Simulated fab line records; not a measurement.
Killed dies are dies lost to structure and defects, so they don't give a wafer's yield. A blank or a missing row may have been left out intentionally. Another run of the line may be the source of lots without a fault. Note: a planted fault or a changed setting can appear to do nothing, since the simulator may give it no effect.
Matching of chambers :: flow nand_harc :: NHARC_A_STAIRCASE_DEP_259 on pecvd-02: 3 sister chambers
The step deposits SiON, target thk 30 nm. 16 wafers are shown with their chamber, then 8 later ones without.

EACH WAFER AND ITS CHAMBER
wafer: L075.1
chamber: 0
showerhead_vpp_V (V): 1231
heater_power_w (W): 721

wafer: L075.2
chamber: 2
showerhead_vpp_V (V): 1124
heater_power_w (W): 930

wafer: L075.4
chamber: 0
showerhead_vpp_V (V): 1204
heater_power_w (W): 731

wafer: L077.1
chamber: 2
showerhead_vpp_V (V): 1124
heater_power_w (W): 854

wafer: L077.3
chamber: 1
showerhead_vpp_V (V): 1161
heater_power_w (W): 850

wafer: L077.5
chamber: 2
showerhead_vpp_V (V): 1144
heater_power_w (W): 878

wafer: L082.1
chamber: 2
showerhead_vpp_V (V): 1105
heater_power_w (W): 858

wafer: L082.2
chamber: 0
showerhead_vpp_V (V): 1207
heater_power_w (W): 777

wafer: L082.6
chamber: 1
showerhead_vpp_V (V): 1173
heater_power_w (W): 783

wafer: L086.2
chamber: 0
showerhead_vpp_V (V): 1219
heater_power_w (W): 802

wafer: L086.4
chamber: 2
showerhead_vpp_V (V): 1131
heater_power_w (W): 882

wafer: L086.6
chamber: 0
showerhead_vpp_V (V): 1182
heater_power_w (W): 813

wafer: L088.2
chamber: 2
showerhead_vpp_V (V): 1126
heater_power_w (W): 894

wafer: L088.4
chamber: 2
showerhead_vpp_V (V): 1120
heater_power_w (W): 896

wafer: L088.5
chamber: 0
showerhead_vpp_V (V): 1220
heater_power_w (W): 815

wafer: L091.2
chamber: 0
showerhead_vpp_V (V): 1203
heater_power_w (W): 724

SIGNATURES (means of the wafers above)
reading: showerhead_vpp_V
chamber 0: 1209.43
chamber 1: 1167.00
chamber 2: 1124.86
scatter within a chamber: 13.6

reading: heater_power_w
chamber 0: 769.00
chamber 1: 816.50
chamber 2: 884.57
scatter within a chamber: 36.4
Rule: a wafer lies at a distance from a chamber equal to the root of the sum of squares, over the readings, of (its reading less the chamber's mean, divided by the reading's scatter). The wafer belongs to the nearest chamber; if the next one is less than 2 further off, it can't be placed. How the scatter is found: for the shown wafers, subtract from each reading the mean of its chamber, square and add these, divide the total by (wafers less chambers), then take the root.

WAFERS WITH NO CHAMBER GIVEN
wafer: L091.4
showerhead_vpp_V (V): 1208
heater_power_w (W): 731

wafer: L091.5
showerhead_vpp_V (V): 1152
heater_power_w (W): 707

wafer: L094.1
showerhead_vpp_V (V): 1191
heater_power_w (W): 722

wafer: L094.2
showerhead_vpp_V (V): 1103
heater_power_w (W): 870

wafer: L094.4
showerhead_vpp_V (V): 1133
heater_power_w (W): 846

wafer: L096.2
showerhead_vpp_V (V): 1199
heater_power_w (W): 793

wafer: L096.5
showerhead_vpp_V (V): 1214
heater_power_w (W): 804

wafer: L096.6
showerhead_vpp_V (V): 1169
heater_power_w (W): 882

WHICH CHAMBER EACH WENT THROUGH
wafer: L091.4
from the rows above: 0
in truth: 0

wafer: L091.5
from the rows above: can't be placed: 1 or 0
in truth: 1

wafer: L094.1
from the rows above: can't be placed: 0 or 1
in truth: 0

wafer: L094.2
from the rows above: 2
in truth: 2

wafer: L094.4
from the rows above: can't be placed: 2 or 1
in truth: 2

wafer: L096.2
from the rows above: can't be placed: 0 or 1
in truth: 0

wafer: L096.5
from the rows above: 0
in truth: 0

wafer: L096.6
from the rows above: can't be placed: 1 or 2
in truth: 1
Correctly placed: 3 of 8. These rows do not allow placing 5 (true chamber among the candidates in 5). Number placed wrongly: 0.
